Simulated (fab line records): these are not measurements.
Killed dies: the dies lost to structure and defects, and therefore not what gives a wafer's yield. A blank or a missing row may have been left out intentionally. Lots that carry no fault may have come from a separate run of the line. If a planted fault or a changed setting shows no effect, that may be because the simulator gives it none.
Matching of chambers -- flow n5_finfet -- N5_DUMMY_GATE_ETCH_23 on rie_si-04: 4 sister chambers
The step etches poly-Si in HBr/Cl2/O2, target depth 41 nm, time 22.3 s. 4 wafers are shown with their chamber, then 8 later ones without.

WAFERS WITH THEIR CHAMBER
wafer,chamber,throttle_valve_pct (%)
L081.4,3,37.19
L088.2,2,37.18
L088.5,1,36.84
L089.1,0,36.91

WAFERS MISSING THEIR CHAMBER
wafer,throttle_valve_pct (%)
L089.2,37.16
L089.3,36.85
L092.1,37.16
L092.2,36.88
L092.5,37.18
L096.3,37.19
L096.4,36.89
L096.6,37.17

CHAMBER TAKEN BY EACH
wafer,from the rows above,in truth
L089.2,can't be placed: 2 or 3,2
L089.3,1,1
L092.1,can't be placed: 2 or 3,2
L092.2,can't be placed: 0 or 1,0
L092.5,can't be placed: 2 or 3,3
L096.3,can't be placed: 3 or 2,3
L096.4,can't be placed: 0 or 1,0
L096.6,can't be placed: 2 or 3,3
Correct placement for 1 of the 8. These rows do not allow placing 7 (true chamber among the candidates in 7). Number placed wrongly: 0.
How it was worked out, from the rows above alone: a wafer's distance from a chamber is the root of the sum, over the readings, of the square of ((its reading less the chamber's mean) divided by the reading's scatter). If the next closest chamber is less than 2 further off than the closest, the wafer can't be placed; otherwise it belongs to the closest. The mean given for a chamber averages the wafers shown for that chamber. The scatter: root of mean squared gap, hidden wafer to nearest shown wafer, with one shown wafer a chamber.
